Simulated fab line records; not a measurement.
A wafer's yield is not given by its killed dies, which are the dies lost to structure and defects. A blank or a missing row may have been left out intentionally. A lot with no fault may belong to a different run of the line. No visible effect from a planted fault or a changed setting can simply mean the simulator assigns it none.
fab line records	flow nand_harc
[record] lots = 24	wafers = 72	last_day = 35
route steps=1302 shown A_CHANNEL_HOLE_D2@584 A_STAIRCASE@668
lots that met no fault: from a run of the same line without faults
start_h: start of the lot's first displayed wafer, in hours after the record's first day	wait_h: hours elapsed since this lot's preceding step	" identical to the entry in the row above	L1.1+2: one row covering several wafers at once	- value missing, or start not given	* or withheld: withheld	< > ~ a bound
route shown NAME@n: a module of which the file shows steps, and the number in the route of the first	usual: average and standard deviation across the fault-free wafers	same: alike in all rows	chamber/n: place in a boat	sites: the reading at each site	_std_site: standard deviation of those values	_edge_site: outer sites' mean less inner sites'	radius_mm: for every site, how far away it sits from the centre of the wafer	mask NAME#n: copy n	behind: the last tool/chamber to shape the wafer	hold: why the lot was held/for how many hours/how that ended	device: the n, p or np transistor that did not switch	end of line: the same wafers' tests at the end of the route	a step given without rows: its recipe and nothing more	killed: dies lost to structure and defects at the first sort, not the wafer's yield	map: the dies of a wafer, with x for killed, . for not killed, _ for no die there
set.NAME: setting as actually run; set.NAME@STEP: the setting as run at that earlier step	model.NAME: the simulator's own value behind a step, which no gauge read
a sample of lots followed through the steps of the route, with each step as a table and each wafer as a row
services: a tool's chamber out of use, with start hour (start_h, from the record's first day; less than 0 if before it), hours out, and reason
[[steps]]
[step NHARC_A_CHANNEL_HOLE_D2_INSPECT_12]
[usual] raw_defect_count = 28/22
lot.wafer	tool	chamber	start_h	wait_h	raw_defect_count
L074.2	defect_inspect-01	-	293.25	0.0	5
L074.3	"	-	"	"	5
L074.5	"	-	"	"	4
L076.2	defect_inspect-02	-	298.61	0.0	8
L076.4	"	-	"	"	2
L076.5	"	-	"	"	4
L075.1	defect_inspect-02	-	299.23	0.0	50
L075.3	"	-	"	"	43
L075.4	"	-	"	"	61
L077.1	defect_inspect-02	-	321.35	0.0	9
L077.5	"	-	"	"	6
L077.6	"	-	"	"	12
L082.2	defect_inspect-01	-	392.44	0.0	55
L082.3	"	-	"	"	59
L082.6	"	-	"	"	63
L078.1	defect_inspect-01	-	393.45	0.0	62
L078.3	"	-	"	"	81
L078.5	"	-	"	"	64
L081.1	defect_inspect-02	-	394.35	0.0	10
L081.3	"	-	"	"	12
L081.6	"	-	"	"	8
L079.1	defect_inspect-02	-	404.28	0.0	12
L079.3	"	-	"	"	8
L079.5	"	-	"	"	8
L084.3	defect_inspect-01	-	405.47	0.0	58
L084.4	"	-	"	"	54
L084.5	"	-	"	"	54
L083.1	defect_inspect-01	-	405.92	0.1	6
L083.2	"	-	"	"	11
L083.4	"	-	"	"	13
L080.2	defect_inspect-01	-	406.18	0.0	65
L080.4	"	-	"	"	49
L080.5	"	-	"	"	54
L085.3	defect_inspect-01	-	410.46	0.0	42
L085.4	"	-	"	"	46
L085.6	"	-	"	"	35
L086.1	defect_inspect-02	-	414.13	0.0	8
L086.3	"	-	"	"	9
L086.4	"	-	"	"	15
L088.3	defect_inspect-02	-	433.73	0.0	58
L088.4	"	-	"	"	56
L088.5	"	-	"	"	64
L087.1	defect_inspect-01	-	433.88	0.0	17
L087.2	"	-	"	"	13
L087.5	"	-	"	"	14
L089.4	defect_inspect-01	-	435.59	0.0	59
L089.5	"	-	"	"	62
L089.6	"	-	"	"	53
L091.1	defect_inspect-02	-	451.88	0.0	58
L091.5	"	-	"	"	43
L091.6	"	-	"	"	57
L090.1	defect_inspect-01	-	452.47	0.0	14
L090.3	"	-	"	"	12
L090.5	"	-	"	"	17
L093.1	defect_inspect-01	-	472.09	0.0	15
L093.2	"	-	"	"	22
L093.5	"	-	"	"	17
L092.1	defect_inspect-02	-	473.58	0.0	20
L092.5	"	-	"	"	23
L092.6	"	-	"	"	24
L094.1	defect_inspect-02	-	486.15	0.0	26
L094.2	"	-	"	"	26
L094.3	"	-	"	"	20
L095.1	defect_inspect-02	-	514.47	0.0	3
L095.3	"	-	"	"	1
L095.5	"	-	"	"	3
L096.3	defect_inspect-02	-	516.24	0.0	25
L096.5	"	-	"	"	26
L096.6	"	-	"	"	33
L097.2	defect_inspect-02	-	542.97	0.0	5
L097.3	"	-	"	"	6
L097.6	"	-	"	"	1
[step NHARC_A_CHANNEL_HOLE_D2_ETCH_27]
[recipe] bias_v = 400	source_w = 2000	pressure_mtorr = 25	time_s = 90	ar_flow_sccm = 375	c4f8_flow_sccm = 41.7	o2_flow_sccm = 83.3	temp_c = -20	target_depth_a = 4000	chemistry = C4F8/O2/Ar
[usual] drypump_motor_current_A = 5.82/0.17	showerhead_plenum_p_Torr = 3.74/0.14	throttle_valve_pct = 27.620/0.0091
lot.wafer	tool	chamber	start_h	wait_h	drypump_motor_current_A	rf_hours_counter_h	showerhead_plenum_p_Torr	throttle_valve_pct
L074.2	har_etch-01	0	308.38	0.2	5.66	161	3.73	27.616
L074.3	"	0	"	"	5.67	-	3.73	27.612
L074.5	"	1	"	"	5.84	-	3.69	27.623
L075.1	har_etch-01	1	316.66	0.2	5.86	168	3.69	27.625
L075.4	"	1	"	"	5.84	-	3.69	27.614
L075.3	"	0	"	"	5.65	-	3.73	27.627
L076.2	har_etch-02	0	317.41	0.3	5.73	-	3.57	27.625
L076.4	"	0	"	"	5.76	-	3.57	27.615
L076.5	"	0	"	"	5.77	-	3.57	27.613
L077.1	har_etch-02	0	326.58	0.2	5.74	371	3.57	27.628
L077.6	"	0	"	"	5.74	-	3.57	27.629
L077.5	"	1	"	"	6.19	-	3.52	27.622
L082.2	har_etch-01	1	398.79	0.2	5.85	210	3.66	27.614
L082.3	"	1	"	"	5.85	-	3.66	27.615
L082.6	"	0	"	"	5.65	-	3.71	27.636
L078.1	har_etch-01	0	402.96	0.2	5.66	214	3.70	27.606
L078.3	"	0	"	"	5.66	-	3.70	27.614
L078.5	"	1	"	"	5.83	-	3.66	27.626
L081.1	har_etch-02	0	403.89	0.2	5.74	7	3.98	27.615
L081.3	"	1	"	"	6.18	-	3.98	27.626
L081.6	"	1	"	"	6.18	-	3.98	27.624
L084.3	har_etch-01	1	415.16	0.2	5.85	-	3.65	27.624
L084.4	"	0	"	"	5.64	-	3.70	27.611
L084.5	"	1	"	"	5.84	-	3.65	27.623
L083.2	har_etch-01	1	419.26	0.2	5.84	229	3.65	27.607
L083.1	"	0	"	"	5.66	229	3.69	27.621
L083.4	"	0	"	"	5.67	-	3.70	27.624
L080.2	har_etch-01	0	423.41	0.2	5.67	233	3.69	27.634
L080.4	"	0	"	"	5.66	-	3.69	27.616
L080.5	"	1	"	"	5.86	-	3.65	27.618
L085.3	har_etch-01	0	431.50	0.2	5.65	-	3.69	27.623
L085.4	"	1	"	"	5.87	-	3.65	27.625
L085.6	"	0	"	"	5.66	-	3.69	27.630
L079.1	har_etch-02	1	432.39	0.2	6.12	15	3.97	27.629
L079.3	"	0	"	"	5.74	-	3.97	27.620
L079.5	"	1	"	"	6.18	-	3.97	27.612
L086.1	har_etch-01	0	435.61	0.2	5.66	245	3.69	27.608
L086.3	"	1	"	"	5.87	-	3.64	27.631
L086.4	"	0	"	"	5.67	-	3.69	27.603
L088.3	har_etch-02	0	440.77	0.2	5.73	-	3.97	27.618
L088.4	"	1	"	"	6.21	-	3.97	27.620
L088.5	"	0	"	"	5.74	-	3.97	27.619
L087.2	har_etch-01	0	443.56	0.2	5.66	252	3.68	27.618
L087.1	"	1	"	"	5.84	252	3.64	27.623
L087.5	"	1	"	"	5.86	-	3.64	27.618
L089.4	har_etch-01	1	447.85	0.2	5.85	-	3.64	27.632
L089.6	"	0	"	"	5.66	-	3.68	27.628
L089.5	"	1	"	"	5.84	-	3.64	27.627
L091.1	har_etch-02	0	459.25	0.2	5.75	39	3.96	27.619
L091.6	"	1	"	"	6.10	-	3.96	27.626
L091.5	"	0	"	"	5.74	-	3.96	27.608
L090.1	har_etch-01	1	459.96	0.2	5.86	268	3.63	27.612
L090.3	"	0	"	"	5.67	-	3.67	27.626
L090.5	"	0	"	"	5.66	-	3.67	27.616
L093.2	har_etch-02	1	477.53	0.2	6.13	54	3.95	27.620
L093.1	"	0	"	"	5.75	54	3.95	27.622
L093.5	"	0	"	"	5.71	-	3.95	27.629
L092.1	har_etch-01	1	478.99	0.2	5.84	283	3.62	27.623
L092.5	"	0	"	"	5.65	-	3.66	27.622
L092.6	"	1	"	"	5.84	-	3.62	27.623
L094.1	har_etch-01	1	491.38	0.2	5.86	287	3.62	27.630
L094.2	"	0	"	"	5.65	287	3.66	27.621
L094.3	"	0	"	"	5.66	-	3.66	27.627
L095.1	har_etch-02	0	519.77	0.2	5.73	69	3.94	27.609
L095.3	"	1	"	"	6.15	-	3.94	27.620
L095.5	"	0	"	"	5.74	-	3.94	27.639
L096.3	har_etch-01	0	521.52	0.2	5.66	-	3.66	27.615
L096.6	"	0	"	"	5.65	-	3.66	27.618
L096.5	"	1	"	"	5.87	-	3.61	27.634
L097.2	har_etch-02	1	548.20	0.2	6.18	81	3.93	27.623
L097.3	"	1	"	"	6.20	-	3.93	27.604
L097.6	"	1	"	"	6.17	-	3.93	27.621
[step NHARC_A_STAIRCASE_TRIM_12]
[recipe] time_s = 211.2	o2_flow_sccm = 500	ar_flow_sccm = 0	bias_w = 0	chemistry = O2
[usual] drypump_motor_current_A = 5.8/0.59	oes_product_au = 1.001/0.01	rf_vpp_V = 57.6/0.88	showerhead_plenum_p_Torr = 3.46/0.12	throttle_valve_pct = 17.035/0.0084
lot.wafer	tool	chamber	start_h	wait_h	drypump_motor_current_A	oes_product_au	rf_hours_counter_h	rf_vpp_V	showerhead_plenum_p_Torr	throttle_valve_pct
L074.3	rie_diel-10	0	363.69	0.1	5.3	1.016	47	57.0	3.44	17.025
L074.2	"	1	"	"	5.8	1.000	49	56.9	3.33	17.022
L074.5	"	0	"	"	5.4	1.009	-	57.4	3.44	17.022
L075.4	rie_diel-10	1	371.20	0.1	5.8	1.005	55	58.0	3.32	17.033
L075.1	"	2	"	"	5.1	1.012	50	58.9	3.38	17.026
L075.3	"	3	"	"	5.3	1.019	37	57.5	3.72	17.036
L076.2	rie_diel-06	2	371.97	0.1	5.9	0.995	8	57.2	3.35	17.048
L076.4	"	3	"	"	5.4	1.006	8	57.9	3.48	17.018
L076.5	"	0	"	"	6.8	0.992	-	57.5	3.44	17.041
L077.1	rie_diel-06	2	388.10	0.1	5.9	1.000	14	56.7	3.35	17.031
L077.6	"	1	"	"	6.2	1.011	-	58.1	3.56	17.033
L077.5	"	2	"	"	5.9	0.995	-	57.9	3.35	17.045
L082.2	rie_diel-10	3	451.39	0.1	5.4	1.016	5	58.7	3.71	17.033
L082.3	"	0	"	"	5.4	1.011	7	58.2	3.42	17.049
L082.6	"	0	"	"	5.4	1.006	-	56.8	3.42	17.035
L078.1	rie_diel-01	2	455.38	0.1	4.8	1.008	15	57.2	3.47	17.028
L078.3	"	3	"	"	6.2	0.994	18	59.1	3.47	17.036
L078.5	"	0	"	"	6.7	1.007	-	58.9	3.64	17.036
L081.1	rie_diel-06	0	459.69	0.1	6.8	1.003	22	57.2	3.43	17.035
L081.3	"	1	"	"	6.1	1.000	25	57.7	3.56	17.045
L081.6	"	3	"	"	5.4	1.005	-	57.0	3.47	17.037
L084.3	rie_diel-10	1	471.07	0.1	5.9	1.001	12	58.6	3.31	17.031
L084.4	"	0	"	"	5.4	0.998	13	56.9	3.42	17.031
L084.5	"	2	"	"	5.1	1.007	-	58.8	3.37	17.035
L083.2	rie_diel-10	3	471.48	0.1	5.3	1.003	11	57.4	3.71	17.048
L083.1	"	0	"	"	5.4	0.991	13	57.7	3.42	17.040
L083.4	"	1	"	"	5.8	0.994	13	58.8	3.31	17.040
L080.4	rie_diel-06	1	476.57	0.1	6.1	0.988	30	58.2	3.56	17.035
L080.2	"	3	"	"	5.5	0.995	33	56.9	3.47	17.045
L080.5	"	1	"	"	6.2	0.989	-	58.4	3.55	17.032
L079.1	rie_diel-10	1	486.90	0.1	5.8	0.993	16	58.3	3.31	17.045
L079.3	"	2	"	"	5.1	1.013	14	57.7	3.36	17.062
L079.5	"	1	"	"	5.8	1.004	-	58.0	3.31	17.031
L086.4	rie_diel-01	0	487.06	0.1	6.7	0.997	28	58.1	3.63	17.027
L086.3	"	1	"	"	6.4	1.005	27	56.9	3.35	17.030
L086.1	"	2	"	"	4.8	1.010	23	58.6	3.47	17.034
L085.4	rie_diel-10	1	490.96	0.1	5.8	1.002	18	57.2	3.31	17.045
L085.3	"	2	"	"	5.1	1.012	16	58.0	3.36	17.035
L085.6	"	1	"	"	5.9	0.994	-	55.7	3.31	17.040
L088.3	rie_diel-10	0	494.97	0.1	5.4	1.000	19	57.3	3.42	17.034
L088.4	"	3	"	"	5.4	1.008	19	57.3	3.71	17.036
L088.5	"	1	"	"	5.8	1.010	-	57.0	3.31	17.050
L087.2	rie_diel-01	0	497.89	0.1	6.7	1.005	34	57.0	3.63	17.037
L087.1	"	2	"	"	4.8	1.021	29	59.1	3.47	17.035
L087.5	"	1	"	"	6.3	1.007	-	58.6	3.35	17.042
L089.4	rie_diel-01	1	503.04	0.1	6.4	0.997	36	56.9	3.35	17.037
L089.6	"	1	"	"	6.4	0.991	-	56.6	3.35	17.036
L089.5	"	2	"	"	4.8	1.003	-	56.2	3.47	17.051
L090.3	rie_diel-06	0	513.82	0.1	6.8	0.999	9	56.4	3.42	17.048
L090.1	"	1	"	"	6.2	1.008	9	57.5	3.55	17.028
L090.5	"	1	"	"	6.1	1.001	-	57.9	3.55	17.038
L091.1	rie_diel-06	3	515.32	0.1	5.4	0.978	8	57.5	3.46	17.039
L091.5	"	2	"	"	5.9	0.978	-	58.4	3.33	17.040
L091.6	"	3	"	"	5.4	0.990	-	56.2	3.46	17.038
L092.1	rie_diel-06	3	534.16	0.1	5.5	0.987	18	57.3	3.46	17.030
L092.6	"	2	"	"	5.9	0.995	-	57.2	3.33	17.030
L092.5	"	3	"	"	5.5	0.979	-	58.4	3.45	17.030
L093.1	rie_diel-10	2	538.55	0.1	5.1	1.003	34	57.4	3.35	17.052
L093.2	"	1	"	"	5.8	0.999	36	56.9	3.30	17.040
L093.5	"	2	"	"	5.1	1.007	-	57.0	3.35	17.043
L094.1	rie_diel-10	2	544.19	0.1	5.1	1.004	36	58.0	3.35	17.036
L094.2	"	0	"	"	5.4	1.008	34	58.3	3.41	17.016
L094.3	"	1	"	"	5.8	0.986	37	57.4	3.30	17.028
L096.3	rie_diel-01	3	577.52	0.1	6.2	0.997	3	57.8	3.45	17.031
L096.5	"	3	"	"	6.2	0.990	-	56.9	3.45	17.050
L096.6	"	0	"	"	6.7	1.000	-	58.8	3.61	17.042
L095.3	rie_diel-10	2	577.84	0.1	5.1	1.007	47	58.0	3.35	17.045
L095.1	"	3	"	"	5.4	1.005	48	57.5	3.69	17.032
L095.5	"	0	"	"	5.4	1.016	-	55.4	3.41	17.035
L097.3	rie_diel-01	2	604.43	0.1	4.8	0.992	13	56.9	3.44	17.024
L097.2	"	3	"	"	6.2	0.992	9	57.6	3.45	17.036
L097.6	"	0	"	"	6.7	1.001	-	57.8	3.61	17.034
[step NHARC_A_STAIRCASE_ETCH_21]
[recipe] target_depth_a = 1000	time_s = 40.5	ion_energy_ev = 400	c4f8_flow_sccm = 20	o2_flow_sccm = 10	ar_flow_sccm = withheld	rf_w = 600	bias_w = 1000	chemistry = C4F8/O2
[usual] oes_product_au = 0.948/0.014	rf_vpp_V = 894/4.2
lot.wafer	tool	chamber	start_h	wait_h	oes_product_au	rf_hours_counter_h	rf_vpp_V
L074.3	rie_diel-01	2	-	-	0.954	57	894
L074.2	"	3	"	"	0.944	56	895
L074.5	"	3	"	"	0.949	-	893
L075.1	rie_diel-01	0	-	-	0.973	56	900
L075.3	"	2	"	"	0.977	60	895
L075.4	"	3	"	"	0.990	59	894
L076.4	rie_diel-06	1	-	-	0.949	8	897
L076.2	"	2	"	"	0.940	9	890
L076.5	"	3	"	"	0.945	-	895
L077.1	rie_diel-10	3	-	-	0.967	44	903
L077.5	"	3	"	"	0.976	-	903
L077.6	"	0	"	"	0.975	-	892
L082.2	rie_diel-01	3	-	-	0.954	17	893
L082.3	"	1	"	"	0.968	16	890
L082.6	"	3	"	"	0.946	-	895
L078.1	rie_diel-01	3	-	-	0.939	18	896
L078.3	"	0	"	"	0.953	19	901
L078.5	"	2	"	"	0.956	-	894
L081.3	rie_diel-06	0	-	-	0.935	22	893
L081.1	"	1	"	"	0.945	26	897
L081.6	"	0	"	"	0.940	-	892
L084.3	rie_diel-06	1	-	-	0.948	29	897
L084.4	"	3	"	"	0.972	32	894
L084.5	"	0	"	"	0.975	-	893
L083.1	rie_diel-10	0	-	-	0.933	14	893
L083.2	"	1	"	"	0.922	13	887
L083.4	"	2	"	"	0.946	11	890
L080.4	rie_diel-06	0	-	-	0.927	27	892
L080.2	"	1	"	"	0.938	31	896
L080.5	"	0	"	"	0.928	-	891
L079.1	rie_diel-10	3	-	-	0.958	16	903
L079.3	"	1	"	"	0.941	17	888
L079.5	"	1	"	"	0.944	-	887
L086.3	rie_diel-10	1	-	-	0.945	18	888
L086.1	"	3	"	"	0.951	17	903
L086.4	"	2	"	"	0.957	-	891
L085.3	rie_diel-10	0	-	-	0.964	18	891
L085.4	"	2	"	"	0.949	17	889
L085.6	"	1	"	"	0.940	-	887
L088.4	rie_diel-01	2	-	-	0.946	29	894
L088.3	"	3	"	"	0.940	30	894
L088.5	"	1	"	"	0.938	-	890
L087.2	rie_diel-01	1	-	-	0.945	35	890
L087.1	"	3	"	"	0.956	31	894
L087.5	"	1	"	"	0.939	-	889
L089.4	rie_diel-06	0	-	-	0.948	4	892
L089.5	"	3	"	"	0.959	-	894
L089.6	"	0	"	"	0.952	-	892
L090.3	rie_diel-06	2	-	-	0.927	8	888
L090.1	"	3	"	"	0.916	8	895
L090.5	"	3	"	"	0.920	-	893
L091.1	rie_diel-06	0	-	-	0.937	10	893
L091.6	"	3	"	"	0.928	-	893
L091.5	"	0	"	"	0.921	-	893
L092.1	rie_diel-06	0	-	-	0.948	19	893
L092.5	"	0	"	"	0.953	-	892
L092.6	"	1	"	"	0.938	-	896
L093.1	rie_diel-06	2	-	-	0.959	20	887
L093.2	"	3	"	"	0.949	20	894
L093.5	"	1	"	"	0.972	-	896
L094.2	rie_diel-10	2	-	-	0.944	36	892
L094.3	"	0	"	"	0.941	35	891
L094.1	"	1	"	"	0.933	38	887
L096.3	rie_diel-01	2	-	-	0.934	5	893
L096.6	"	3	"	"	0.937	-	891
L096.5	"	0	"	"	0.937	-	897
L095.1	rie_diel-01	3	-	-	0.944	3	894
L095.3	"	0	"	"	0.951	4	898
L095.5	"	0	"	"	0.941	-	898
L097.2	rie_diel-06	2	-	-	0.959	44	888
L097.3	"	0	"	"	0.971	45	890
L097.6	"	1	"	"	0.979	-	896
[step NHARC_A_STAIRCASE_TRIM_187]
[recipe] time_s = 211.2	o2_flow_sccm = 500	ar_flow_sccm = 0	bias_w = 0	chemistry = O2
[usual] drypump_motor_current_A = 5.7/0.57	oes_product_au = 1.000/0.0096	rf_vpp_V = 57.6/0.83	showerhead_plenum_p_Torr = 3.46/0.13	throttle_valve_pct = 17.037/0.01
lot.wafer	tool	chamber	start_h	wait_h	drypump_motor_current_A	oes_product_au	rf_hours_counter_h	rf_vpp_V	showerhead_plenum_p_Torr	throttle_valve_pct
L074.2	rie_diel-10	0	372.18	0.1	5.4	1.012	54	58.0	3.43	17.043
L074.3	"	1	"	"	5.9	1.003	56	57.0	3.32	17.045
L074.5	"	0	"	"	5.4	1.011	-	58.6	3.43	17.033
L075.1	rie_diel-01	1	374.90	0.1	6.4	1.008	48	56.7	3.37	17.023
L075.3	"	3	"	"	6.2	1.006	60	57.5	3.48	17.032
L075.4	"	0	"	"	6.7	1.008	56	59.1	3.65	17.051
L076.4	rie_diel-10	3	376.21	0.5	5.4	1.013	38	59.7	3.72	17.056
L076.2	"	0	"	"	5.4	1.016	55	57.3	3.43	17.037
L076.5	"	3	"	"	5.4	1.017	-	59.1	3.72	17.042
L077.1	rie_diel-06	0	394.19	0.1	6.8	0.976	11	58.4	3.44	17.042
L077.6	"	3	"	"	5.4	0.981	-	58.5	3.48	17.052
L077.5	"	0	"	"	6.8	0.994	-	57.1	3.44	17.033
L082.2	rie_diel-10	2	455.00	0.1	5.1	1.018	6	57.5	3.37	17.048
L082.3	"	3	"	"	5.4	1.007	6	58.2	3.71	17.029
L082.6	"	0	"	"	5.4	0.998	-	58.0	3.42	17.030
L078.3	rie_diel-10	1	459.11	0.1	5.8	0.997	9	57.3	3.31	17.044
L078.1	"	0	"	"	5.3	1.000	8	57.5	3.42	17.056
L078.5	"	1	"	"	5.8	1.002	-	56.6	3.31	17.043
L081.1	rie_diel-10	0	463.42	0.1	5.3	1.010	10	56.7	3.42	17.032
L081.3	"	1	"	"	5.8	0.995	11	57.5	3.31	17.041
L081.6	"	3	"	"	5.4	1.013	-	57.2	3.71	17.048
L084.4	rie_diel-01	3	474.88	0.1	6.2	0.991	22	57.6	3.47	17.030
L084.3	"	0	"	"	6.7	0.995	24	58.1	3.63	17.026
L084.5	"	2	"	"	4.8	0.995	-	57.1	3.47	17.030
L083.4	rie_diel-10	3	475.29	0.1	5.3	0.999	12	57.4	3.71	17.033
L083.1	"	0	"	"	5.4	1.001	14	57.7	3.42	17.031
L083.2	"	1	"	"	5.9	0.988	14	55.6	3.31	17.030
L080.2	rie_diel-06	2	480.20	0.1	5.9	1.006	33	57.5	3.34	17.015
L080.4	"	3	"	"	5.4	1.007	34	57.6	3.47	17.035
L080.5	"	1	"	"	6.1	0.989	-	57.5	3.55	17.055
L079.1	rie_diel-01	1	491.53	0.2	6.4	0.993	30	56.8	3.35	17.033
L079.3	"	2	"	"	4.8	1.013	27	56.5	3.47	17.028
L079.5	"	0	"	"	6.7	1.011	-	57.9	3.63	17.051
L086.4	rie_diel-10	3	493.30	0.2	5.3	1.014	18	58.5	3.71	17.017
L086.1	"	0	"	"	5.4	0.985	18	57.9	3.42	17.026
L086.3	"	1	"	"	5.8	0.987	20	58.4	3.31	17.029
L085.3	rie_diel-01	3	495.07	0.1	6.2	1.007	30	59.0	3.47	17.028
L085.4	"	0	"	"	6.7	1.002	32	57.5	3.63	17.034
L085.6	"	3	"	"	6.2	0.992	-	57.7	3.47	17.037
L088.4	rie_diel-06	0	499.34	0.6	6.8	0.988	2	58.7	3.42	17.036
L088.3	"	1	"	"	6.2	0.999	2	56.1	3.55	17.025
L088.5	"	0	"	"	6.9	0.993	-	57.9	3.42	17.040
L087.1	rie_diel-10	3	501.58	0.1	5.4	1.010	23	58.8	3.70	17.026
L087.2	"	1	"	"	5.9	1.003	23	57.1	3.31	17.050
L087.5	"	0	"	"	5.4	0.997	-	57.1	3.42	17.032
L089.4	rie_diel-06	1	506.91	0.1	6.1	1.003	5	57.6	3.55	17.039
L089.6	"	1	"	"	6.2	1.004	-	57.7	3.55	17.032
L089.5	"	2	"	"	5.9	1.002	-	58.5	3.33	17.033
L090.1	rie_diel-10	1	517.72	0.1	5.8	0.999	30	57.4	3.30	17.041
L090.3	"	3	"	"	5.4	1.007	30	56.4	3.70	17.048
L090.5	"	0	"	"	5.4	0.998	-	57.4	3.41	17.034
L091.1	rie_diel-06	0	519.57	0.1	6.8	0.995	11	57.4	3.42	17.002
L091.5	"	2	"	"	5.9	0.987	-	57.1	3.33	17.028
L091.6	"	3	"	"	5.5	0.975	-	57.4	3.46	17.033
L092.1	rie_diel-06	2	537.86	0.1	5.9	0.994	19	57.4	3.33	17.015
L092.6	"	2	"	"	5.9	0.986	-	57.3	3.33	17.022
L092.5	"	3	"	"	5.4	0.977	-	55.6	3.45	17.030
L093.2	rie_diel-01	1	542.27	0.1	6.4	1.006	53	56.7	3.34	17.024
L093.1	"	2	"	"	4.8	1.000	49	58.0	3.46	17.025
L093.5	"	0	"	"	6.8	0.997	-	58.6	3.62	17.044
L094.3	rie_diel-06	2	547.93	0.1	5.9	1.009	25	58.7	3.32	17.057
L094.2	"	0	"	"	6.8	0.997	23	57.7	3.41	17.042
L094.1	"	1	"	"	6.2	0.999	25	57.9	3.54	17.027
L096.3	rie_diel-01	2	581.64	0.1	4.8	0.999	6	57.9	3.45	17.041
L096.6	"	1	"	"	6.4	0.995	-	56.8	3.33	17.041
L096.5	"	2	"	"	4.8	0.987	-	58.7	3.45	17.036
L095.1	rie_diel-10	3	581.91	0.1	5.3	1.013	49	59.5	3.69	17.023
L095.3	"	2	"	"	5.1	1.010	47	57.7	3.35	17.057
L095.5	"	0	"	"	5.4	1.004	-	56.8	3.41	17.014
L097.2	rie_diel-10	3	608.21	0.1	5.4	1.017	1	57.9	3.69	17.053
L097.3	"	1	"	"	5.8	1.007	0	55.9	3.29	17.035
L097.6	"	2	"	"	5.1	1.012	-	57.7	3.35	17.034
[step NHARC_A_STAIRCASE_ETCH_199]
[recipe] target_depth_a = 1000	time_s = 40.5	ion_energy_ev = 400	c4f8_flow_sccm = 20	o2_flow_sccm = 10	ar_flow_sccm = withheld	rf_w = 600	bias_w = 1000	chemistry = C4F8/O2
[usual] oes_product_au = 0.946/0.012	rf_vpp_V = 893/4.1
lot.wafer	tool	chamber	start_h	wait_h	oes_product_au	rf_hours_counter_h	rf_vpp_V
L074.2	rie_diel-10	0	-	-	0.950	54	892
L074.3	"	2	"	"	0.939	51	890
L074.5	"	0	"	"	0.956	-	892
L075.1	rie_diel-06	2	-	-	0.949	10	891
L075.4	"	3	"	"	0.937	10	893
L075.3	"	0	"	"	0.930	4	893
L076.4	rie_diel-06	1	-	-	0.952	10	898
L076.2	"	2	"	"	0.965	10	889
L076.5	"	1	"	"	0.949	-	899
L077.1	rie_diel-10	1	-	-	0.950	60	888
L077.5	"	0	"	"	0.965	-	893
L077.6	"	1	"	"	0.944	-	888
L082.3	rie_diel-06	3	-	-	0.954	26	893
L082.2	"	0	"	"	0.962	21	893
L082.6	"	3	"	"	0.951	-	894
L078.1	rie_diel-10	0	-	-	0.957	9	891
L078.3	"	1	"	"	0.965	9	888
L078.5	"	3	"	"	0.939	-	903
L081.1	rie_diel-01	1	-	-	0.935	18	889
L081.3	"	3	"	"	0.941	20	896
L081.6	"	3	"	"	0.945	-	893
L084.4	rie_diel-06	0	-	-	0.940	26	893
L084.3	"	3	"	"	0.952	33	893
L084.5	"	0	"	"	0.935	-	891
L083.4	rie_diel-10	3	-	-	0.949	13	902
L083.1	"	0	"	"	0.945	15	891
L083.2	"	2	"	"	0.960	12	890
L080.4	rie_diel-06	3	-	-	0.948	35	894
L080.2	"	0	"	"	0.927	29	893
L080.5	"	3	"	"	0.947	-	893
L079.3	rie_diel-10	1	-	-	0.934	20	887
L079.1	"	0	"	"	0.932	19	891
L079.5	"	1	"	"	0.936	-	887
L086.3	rie_diel-06	1	-	-	0.964	0	896
L086.4	"	2	"	"	0.949	0	890
L086.1	"	3	"	"	0.925	0	894
L085.3	rie_diel-10	0	-	-	0.955	20	892
L085.4	"	2	"	"	0.940	20	889
L085.6	"	1	"	"	0.938	-	888
L088.4	rie_diel-01	2	-	-	0.941	31	895
L088.3	"	0	"	"	0.943	35	900
L088.5	"	2	"	"	0.945	-	894
L087.2	rie_diel-06	2	-	-	0.948	4	888
L087.1	"	3	"	"	0.952	4	895
L087.5	"	2	"	"	0.938	-	888
L089.4	rie_diel-06	0	-	-	0.936	5	891
L089.5	"	2	"	"	0.942	-	890
L089.6	"	3	"	"	0.933	-	892
L090.3	rie_diel-10	1	-	-	0.946	31	887
L090.1	"	2	"	"	0.948	30	888
L090.5	"	2	"	"	0.950	-	889
L091.1	rie_diel-01	0	-	-	0.952	43	900
L091.5	"	0	"	"	0.948	-	900
L091.6	"	1	"	"	0.960	-	888
L092.1	rie_diel-01	1	-	-	0.958	53	889
L092.5	"	1	"	"	0.942	-	888
L092.6	"	2	"	"	0.952	-	893
L093.1	rie_diel-06	0	-	-	0.937	23	891
L093.2	"	2	"	"	0.948	25	887
L093.5	"	0	"	"	0.941	-	892
L094.2	rie_diel-06	3	-	-	0.921	24	892
L094.1	"	0	"	"	0.935	23	891
L094.3	"	2	"	"	0.933	26	888
L095.3	rie_diel-10	1	-	-	0.955	47	888
L095.1	"	3	"	"	0.969	49	901
L095.5	"	2	"	"	0.965	-	888
L096.3	rie_diel-06	1	-	-	0.943	47	895
L096.6	"	2	"	"	0.948	-	887
L096.5	"	0	"	"	0.938	-	892
L097.3	rie_diel-06	0	-	-	0.962	47	890
L097.2	"	1	"	"	0.961	52	896
L097.6	"	0	"	"	0.956	-	890
[[services]]
tool	chamber	start_h	hours	kind
rie_diel-06	0	286.79	-	clean
rie_diel-06	1	286.79	-	clean
rie_diel-06	2	286.79	-	clean
rie_diel-06	3	286.79	-	clean
rie_diel-01	1	291.70	8.5	repair
rie_diel-10	0	300.56	-	clean
rie_diel-10	1	300.56	-	clean
rie_diel-10	2	300.56	-	clean
rie_diel-06	-	307.26	9.0	pm
rie_diel-01	2	311.31	5.9	repair
rie_diel-10	1	313.38	2.9	repair
rie_diel-06	0	319.73	7.8	repair
rie_diel-10	3	330.29	16.7	repair
rie_diel-06	-	339.55	31.5	repair
rie_diel-01	1	342.41	13.1	repair
har_etch-02	-	379.02	17.0	pm
rie_diel-01	-	380.80	9.0	pm
rie_diel-10	1	382.42	5.0	repair
rie_diel-10	0	406.59	3.3	repair
rie_diel-10	-	419.56	9.0	pm
rie_diel-10	0	483.51	6.6	repair
rie_diel-06	3	492.60	1.5	repair
rie_diel-01	-	557.80	9.0	pm
rie_diel-10	-	596.76	9.0	pm
[[key]]
fault none
